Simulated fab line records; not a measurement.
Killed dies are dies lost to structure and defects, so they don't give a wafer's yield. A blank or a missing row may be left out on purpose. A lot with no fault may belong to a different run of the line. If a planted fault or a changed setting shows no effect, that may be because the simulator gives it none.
Matching of chambers	flow n5 finfet	pecvd-01 running N5_BEOL_M11_ILD_DEP_00: 3 sister chambers
The step deposits SiCOH lowk from DEMS/porogen, target thk 308.51 nm, time 58 s. 3 wafers are shown with their chamber, then 8 later ones without.

== WAFERS, EACH WITH ITS CHAMBER ==
wafer	chamber	throttle valve pct (%)
L079.3	1	15.0
L084.3	2	13.3
L085.1	0	14.6

== WAFERS MISSING THEIR CHAMBER ==
wafer	throttle valve pct (%)
L085.3	14.8
L085.4	15.2
L091.1	14.5
L091.2	12.9
L091.6	15.2
L093.1	14.5
L093.3	13.3
L093.4	14.4

== EACH ONE'S CHAMBER ==
wafer	from the rows above	in truth
L085.3	can't be placed: 1 or 0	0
L085.4	can't be placed: 1 or 0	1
L091.1	can't be placed: 0 or 1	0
L091.2	2	2
L091.6	can't be placed: 1 or 0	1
L093.1	can't be placed: 0 or 1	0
L093.3	2	2
L093.4	can't be placed: 0 or 1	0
Correct placement for 2 of the 8. Not placeable from these rows: 6 (in 6, the candidates include the true chamber). Placed wrongly: 0.
How it was worked out, from the rows above alone: a wafer's distance from a chamber is the root of the sum, over the readings, of the square of ((its reading less the chamber's mean) divided by the reading's scatter). If the next closest chamber is less than 2 further off than the closest, the wafer can't be placed; otherwise it belongs to the closest. A chamber's mean is the mean of its shown wafers. The scatter (one wafer shown for each chamber): square how far every hidden wafer sits from the nearest shown wafer, average those squares and take the square root.
